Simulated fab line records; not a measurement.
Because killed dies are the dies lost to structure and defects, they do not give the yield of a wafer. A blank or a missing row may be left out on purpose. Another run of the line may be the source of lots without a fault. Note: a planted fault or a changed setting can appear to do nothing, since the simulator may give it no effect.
Chamber matching	flow n5Finfet	N5_SD_EPI_N_ETCH_34 on rieDiel-04: 4 sister chambers
The step etches SiARC in CF4, target depth 45.5 nm, time 75.8 s. 18 wafers are shown with their chamber, then 9 later ones without.

WAFERS, EACH WITH ITS CHAMBER
wafer	chamber	showerheadPlenumPTorr (Torr)	drypumpMotorCurrentA (A)	etchRfOnTimeS (s)
L077.1	3	2.06	5.0	73.0
L077.2	2	2.28	5.1	70.2
L077.5	1	2.09	5.8	76.0
L078.2	3	2.06	5.0	73.2
L078.3	0	2.30	5.6	76.6
L078.5	2	2.28	5.1	70.5
L082.1	2	2.28	5.1	72.1
L082.2	3	2.06	5.0	72.9
L082.6	1	2.09	5.8	75.4
L083.1	2	2.28	5.1	70.8
L083.2	0	2.29	5.5	75.4
L083.5	0	2.29	5.5	75.6
L084.2	1	2.09	5.8	74.4
L084.4	0	2.29	5.6	74.7
L084.5	3	2.06	5.1	71.7
L086.1	2	2.27	5.1	69.4
L086.4	1	2.09	5.8	75.2
L086.5	0	2.29	5.6	75.5

SIGNATURES (averages over the wafers above)
reading	chamber 0	chamber 1	chamber 2	chamber 3	scatter within a chamber
showerheadPlenumPTorr	2.2920	2.0900	2.2780	2.0600	0.00338
drypumpMotorCurrentA	5.560	5.800	5.100	5.025	0.0373
etchRfOnTimeS	75.560	75.250	70.600	72.700	0.777
Rule: a wafer lies at a distance from a chamber equal to the root of the sum of squares, over the readings, of (its reading less the chamber's mean, divided by the reading's scatter). The wafer belongs to the nearest chamber; if the next one is less than 2 further off, it can't be placed. The scatter: take each reading less its chamber's mean, square it, sum over the shown wafers, divide by the number of wafers less the number of chambers, and take the root.

WAFERS WITHOUT THEIR CHAMBER
wafer	showerheadPlenumPTorr (Torr)	drypumpMotorCurrentA (A)	etchRfOnTimeS (s)
L091.2	2.05	5.1	72.9
L091.3	2.27	5.1	70.5
L091.5	2.29	5.5	76.6
L092.2	2.27	5.1	69.4
L092.4	2.08	5.8	75.1
L092.5	2.29	5.5	75.3
L094.2	2.28	5.5	75.6
L094.4	2.08	5.9	74.1
L094.6	2.28	5.6	75.0

EACH ONE'S CHAMBER
wafer	from the rows above	in truth
L091.2	3	3
L091.3	2	2
L091.5	0	0
L092.2	2	2
L092.4	1	1
L092.5	0	0
L094.2	0	0
L094.4	1	1
L094.6	0	0
9 of 9 placed correctly. Number that these rows cannot place: 0. 0 placed wrongly.
